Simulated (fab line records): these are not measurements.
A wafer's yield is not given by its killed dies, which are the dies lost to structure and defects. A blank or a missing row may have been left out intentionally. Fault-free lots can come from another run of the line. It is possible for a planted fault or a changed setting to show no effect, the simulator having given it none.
Chamber matching + flow nand harc + NHARC_A_BLC_ALD_23 on ald metal-01: 4 sister chambers
The step deposits TiN, target thk 3 nm, pulse time 1 s, ald cycles 150. 22 wafers are shown with their chamber, then 11 later ones without.

## WAFERS, EACH WITH ITS CHAMBER
| wafer  | chamber | heater power w (W) | heater power outer w (W) | precursor pulse height rel |
|--------|---------|--------------------|--------------------------|----------------------------|
| L076.2 | 0       | 904                | 558                      | 1.009                      |
| L076.5 | 2       | 1006               | 635                      | 0.999                      |
| L076.6 | 3       | 1183               | 722                      | 0.971                      |
| L079.2 | 0       | 898                | 577                      | 1.020                      |
| L079.3 | 1       | 1013               | 645                      | 0.982                      |
| L079.6 | 2       | 1025               | 638                      | 1.005                      |
| L078.3 | 2       | 1042               | 630                      | 1.034                      |
| L078.4 | 1       | 1008               | 625                      | 0.985                      |
| L078.5 | 0       | 903                | 559                      | 0.986                      |
| L082.2 | 3       | 1197               | 739                      | 0.987                      |
| L082.4 | 1       | 993                | 629                      | 1.016                      |
| L082.6 | 0       | 924                | 549                      | 0.980                      |
| L084.1 | 2       | 1052               | 641                      | 1.026                      |
| L084.5 | 1       | 987                | 629                      | 1.013                      |
| L084.6 | 2       | 1056               | 661                      | 0.996                      |
| L085.1 | 3       | 1204               | 758                      | 1.023                      |
| L085.5 | 2       | 1016               | 629                      | 0.985                      |
| L085.6 | 3       | 1206               | 728                      | 0.998                      |
| L090.1 | 1       | 963                | 616                      | 0.997                      |
| L090.3 | 0       | 937                | 551                      | 0.977                      |
| L090.5 | 2       | 994                | 630                      | 0.976                      |
| L088.2 | 1       | 982                | 611                      | 0.992                      |

SIGNATURES, as means of the wafers listed above
| reading                    | chamber 0 | chamber 1 | chamber 2 | chamber 3 | scatter within a chamber |
|----------------------------|-----------|-----------|-----------|-----------|--------------------------|
| heater power w             | 913.20    | 991.00    | 1027.29   | 1197.50   | 18.9                     |
| heater power outer w       | 558.80    | 625.83    | 637.71    | 736.75    | 12.2                     |
| precursor pulse height rel | 0.99440   | 0.99750   | 1.00300   | 0.99475   | 0.019                    |
Rule: for each reading, subtract the chamber's mean from the wafer's reading, divide by that reading's scatter and square the result; add these up over the readings and take the root, which gives the wafer's distance from the chamber. The wafer belongs to the nearest chamber; if the next one is less than 2 further off, it can't be placed. The scatter: take each reading less its chamber's mean, square it, sum over the shown wafers, divide by the number of wafers less the number of chambers, and take the root.

## WAFERS WHOSE CHAMBER IS MISSING
| wafer  | heater power w (W) | heater power outer w (W) | precursor pulse height rel |
|--------|--------------------|--------------------------|----------------------------|
| L088.4 | 1187               | 735                      | 1.014                      |
| L088.5 | 1177               | 749                      | 1.015                      |
| L092.1 | 907                | 560                      | 1.022                      |
| L092.4 | 1200               | 739                      | 0.987                      |
| L092.6 | 999                | 611                      | 1.000                      |
| L095.3 | 1192               | 749                      | 0.996                      |
| L095.5 | 978                | 637                      | 0.987                      |
| L095.6 | 909                | 535                      | 0.993                      |
| L097.2 | 901                | 558                      | 0.997                      |
| L097.3 | 1190               | 742                      | 0.976                      |
| L097.5 | 1185               | 753                      | 0.979                      |

## WHICH CHAMBER EACH WENT THROUGH
| wafer  | from the rows above     | in truth |
|--------|-------------------------|----------|
| L088.4 | 3                       | 3        |
| L088.5 | 3                       | 3        |
| L092.1 | 0                       | 0        |
| L092.4 | 3                       | 3        |
| L092.6 | can't be placed: 1 or 2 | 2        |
| L095.3 | 3                       | 3        |
| L095.5 | can't be placed: 1 or 2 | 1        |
| L095.6 | 0                       | 0        |
| L097.2 | 0                       | 0        |
| L097.3 | 3                       | 3        |
| L097.5 | 3                       | 3        |
Placed correctly: 9 of 11. Cannot be placed on the basis of these rows: 2; the candidates contain the true chamber in 2. Number placed wrongly: 0.
